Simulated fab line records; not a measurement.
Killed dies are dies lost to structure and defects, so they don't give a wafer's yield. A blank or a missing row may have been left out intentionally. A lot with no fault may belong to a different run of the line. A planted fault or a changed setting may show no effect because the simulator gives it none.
Split-lot trial | flow n5 finfet | 21 wafers read from 7 lots, route of 1938 steps

## THE SPLIT ITSELF
At N5_SD_EPI_N_EPI_21 (deposits Si:P, time 690 s), the setting epi growth time s was moved away from the recipe's 690 s on 8 of the 21 wafers read, by -8.0% to -2.8%. For the rest of the wafers, this setting stayed at what the recipe calls for.

No step appears in the file between the split and the reading.

## THE READING
Si-P_of_SD_EPI_N_EPI_21.thk nm (the simulator's own value, which no gauge read), in nm, at N5_SD_EPI_N_PRECLEAN_24 (cleans in O3/DIW, time 60 s). There is no usual value for it anywhere in the file. Here, 13 wafers ran the recipe; their average is 58.8 nm with a standard deviation of 0.7 nm.

wafer  | tool, chamber at the split | epi growth time s as run, s | against the recipe | Si-P_of_SD_EPI_N_EPI_21.thk nm, nm | against lot-mates on the recipe
L074.1 | epi rpcvd-04, 0            | 690                         | recipe             | 59                                 | -
L074.2 | epi rpcvd-04, 0            | 690                         | recipe             | 59.2                               | -
L074.5 | epi rpcvd-04, 0            | 669.9                       | -2.9%              | 58                                 | -1.1
L079.1 | epi rpcvd-04, 0            | 634.7                       | -8.0%              | 56                                 | -3.6
L079.2 | epi rpcvd-04, 0            | 690                         | recipe             | 59.6                               | -
L079.5 | epi rpcvd-04, 0            | 634.7                       | -8.0%              | 55.6                               | -4.0
L081.2 | epi rpcvd-02, 0            | 690                         | recipe             | 57.4                               | -
L081.4 | epi rpcvd-02, 0            | 690                         | recipe             | 58                                 | -
L081.5 | epi rpcvd-02, 0            | 690                         | recipe             | 58                                 | -
L083.4 | epi rpcvd-04, 0            | 665.4                       | -3.6%              | 57.8                               | -0.8
L083.5 | epi rpcvd-04, 0            | 690                         | recipe             | 58.6                               | -
L083.6 | epi rpcvd-04, 0            | 665.4                       | -3.6%              | 56.4                               | -2.2
L092.1 | epi rpcvd-01, 0            | 690                         | recipe             | 58.8                               | -
L092.4 | epi rpcvd-01, 0            | 690                         | recipe             | 58.8                               | -
L092.6 | epi rpcvd-01, 0            | 670.5                       | -2.8%              | 57.8                               | -1.0
L094.2 | epi rpcvd-04, 0            | 690                         | recipe             | 59.8                               | -
L094.3 | epi rpcvd-04, 0            | 657.7                       | -4.7%              | 56.8                               | -3.0
L094.4 | epi rpcvd-04, 0            | 657.7                       | -4.7%              | 57.6                               | -2.2
L095.1 | epi rpcvd-02, 0            | 690                         | recipe             | 59.6                               | -
L095.2 | epi rpcvd-02, 0            | 690                         | recipe             | 59.6                               | -
L095.6 | epi rpcvd-02, 0            | 690                         | recipe             | 58.6                               | -

FIT RESULTS
A straight line over all 21 wafers: Si-P_of_SD_EPI_N_EPI_21.thk nm changes by +0.382 nm for each +1% of epi growth time s; r = +0.85; the points scatter about the line by 0.66 nm.
The same after taking each lot's own level away (the mean of its wafers on the recipe; 21 wafers): +0.48 nm for each +1%; r = +0.96; scatter 0.39 nm.
Per that fit: largest epi growth time s move, reading shift of 3.8 nm.
Measured against the standard deviation above, the lots' own levels, which go from 57.80 to 59.80 nm, span 2.8 times it.
Thus the slope moves with the lot-to-lot level: the two fits are different.
Check: for one of the wafers moved furthest among these (-8.0%), held out of the fit, the line's prediction against its lot-mates is -3.93 nm. It came out at -3.6 nm against them.

## THE OTHER SPLITS THESE WAFERS WENT THROUGH
These wafers also went through other splits before the reading. Each is held against what the fit with the lots' levels taken away leaves over:
other split on the same wafers  | wafers away from the commonest value | r with Si-P_of_SD_EPI_N_EPI_21.thk nm (lot level and that fit taken away)
N5_DUMMY_GATE_EXPOSE_12 dose mj | 8                                    | +0.21

## THE WHOLE CHAIN: every reading that the file lists as answering this split, in the file's order
step                    | what it does                | reading                                                                         | change (the file's fit)               | r (the file's)
N5_SD_EPI_N_EPI_21      | deposits Si:P, time 690 s   | Si-P_of_SD_EPI_N_EPI_21.thk nm (the simulator's own value, which no gauge read) | +0.484 nm for each +1% of the setting | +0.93
N5_SD_EPI_N_PRECLEAN_24 | cleans in O3/DIW, time 60 s | Si-P_of_SD_EPI_N_EPI_21.thk nm (the simulator's own value, which no gauge read) | +0.468 nm for each +1% of the setting | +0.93

## THE FILE'S OWN FIT
Si-P_of_SD_EPI_N_EPI_21.thk nm changes by +0.468 nm for each +1% of epi growth time s, r = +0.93.
